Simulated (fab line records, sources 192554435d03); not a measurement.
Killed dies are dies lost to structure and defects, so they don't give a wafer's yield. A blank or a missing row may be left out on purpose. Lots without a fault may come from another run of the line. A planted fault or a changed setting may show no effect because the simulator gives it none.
Split-lot experiment | flow n5_finfet | 7 lots, 21 wafers read, on a route of 1938 steps

THE SPLIT
At N5_BEOL_M15_COAT_04 (resist thk 800 nm), the setting spin_rpm was moved away from the recipe's 1704 rpm on 6 of the 21 wafers read, by -10.7% to -4.2%. The other wafers ran this setting at the recipe's value.

FROM THE SPLIT TO THE READING: what the file shows between them, 3 steps
- N5_BEOL_M15_EBR_06
- N5_BEOL_M15_SOFTBAKE_05: time 60 s
- N5_BEOL_M15_DESCUM_15: chemistry O2, time 7.9 s

THE READING
coat_of_BEOL_M15_COAT_04.thk_nm (the simulator's own value, which no gauge read), in nm, at N5_BEOL_M15_ETCH_59 (etches BARC in N2/H2, target depth 89 nm, overetch 26.7 nm, time 67.9 s). The file gives no usual value for it. The 15 wafers here that ran the recipe average 718.0 nm, standard deviation 2.5 nm.

wafer  | tool, chamber at the split | spin_rpm as run, rpm | against the recipe | coat_of_BEOL_M15_COAT_04.thk_nm, nm | against lot-mates on the recipe
L076.2 | litho_track-04, 0          | 1704                 | recipe             | 718.2                               | -
L076.4 | litho_track-04, 0          | 1704                 | recipe             | 715.8                               | -
L076.6 | litho_track-04, 0          | 1704                 | recipe             | 719                                 | -
L078.1 | litho_track-03, 0          | 1704                 | recipe             | 718.6                               | -
L078.3 | litho_track-03, 0          | 1704                 | recipe             | 718.6                               | -
L078.6 | litho_track-03, 0          | 1522                 | -10.7%             | 765.2                               | +46.6
L079.2 | litho_track-02, 0          | 1704                 | recipe             | 714.6                               | -
L079.5 | litho_track-02, 0          | 1704                 | recipe             | 720.8                               | -
L079.6 | litho_track-02, 0          | 1704                 | recipe             | 713                                 | -
L083.3 | litho_track-03, 0          | 1704                 | recipe             | 717.2                               | -
L083.5 | litho_track-03, 0          | 1704                 | recipe             | 719.4                               | -
L083.6 | litho_track-03, 0          | 1704                 | recipe             | 718.8                               | -
L086.1 | litho_track-02, 0          | 1704                 | recipe             | 719                                 | -
L086.5 | litho_track-02, 0          | 1633                 | -4.2%              | 738.8                               | +18.3
L086.6 | litho_track-02, 0          | 1704                 | recipe             | 722                                 | -
L094.2 | litho_track-02, 0          | 1607                 | -5.7%              | 744.2                               | +23.6
L094.3 | litho_track-02, 0          | 1607                 | -5.7%              | 744.2                               | +23.6
L094.6 | litho_track-02, 0          | 1704                 | recipe             | 720.6                               | -
L096.2 | litho_track-02, 0          | 1704                 | recipe             | 713.8                               | -
L096.5 | litho_track-02, 0          | 1600                 | -6.1%              | 739.4                               | +25.6
L096.6 | litho_track-02, 0          | 1600                 | -6.1%              | 742.6                               | +28.8

THE FIT
A straight line over all 21 wafers: coat_of_BEOL_M15_COAT_04.thk_nm changes by -4.32 nm for each +1% of spin_rpm; r = -0.98; the points scatter about the line by 2.7 nm.
The same after taking each lot's own level away (the mean of its wafers on the recipe; 21 wafers): -4.34 nm for each +1%; r = -0.99; scatter 1.7 nm.
On that fit, the largest move of spin_rpm shifts the reading by 46 nm.
The lots' own levels span 713.80 to 720.60 nm, that is 2.7 times the standard deviation above.
So the lot-to-lot level changes the slope little: the two slopes agree.
Check: with one of the wafers moved furthest among these (-10.7%) left out of the fit, the line predicts +46.2 nm for it against its lot-mates. It came out at +46.6 nm against them.

OTHER SPLITS ON THESE WAFERS
These wafers also went through other splits before the reading. Each is held against what the fit with the lots' levels taken away leaves over:
other split on the same wafers    | wafers away from the commonest value | r with coat_of_BEOL_M15_COAT_04.thk_nm (lot level and that fit taken away)
N5_BEOL_M10_TRENCH_ETCH_37 time_s | 9                                    | -0.16
N5_BEOL_M11_PECVD_70 temp_c       | 8                                    | -0.02
N5_BEOL_M12_TRENCH_ETCH_34 time_s | 8                                    | -0.05
N5_BEOL_M12_SPUTTER_44 time_s     | 10                                   | +0.19

THE WHOLE CHAIN: every reading that the file lists as answering this split, in the file's order
step                | what it does                                                            | reading                                                                          | change (the file's fit)              | r (the file's)
N5_BEOL_M15_COAT_04 | resist thk 800 nm                                                       | coat_of_BEOL_M15_COAT_04.thk_nm (the simulator's own value, which no gauge read) | -4.22 nm for each +1% of the setting | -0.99
N5_BEOL_M15_ETCH_59 | etches BARC in N2/H2, target depth 89 nm, overetch 26.7 nm, time 67.9 s | coat_of_BEOL_M15_COAT_04.thk_nm (the simulator's own value, which no gauge read) | -4.35 nm for each +1% of the setting | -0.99

THE FILE'S OWN FIT
coat_of_BEOL_M15_COAT_04.thk_nm changes by -4.35 nm for each +1% of spin_rpm, r = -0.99.
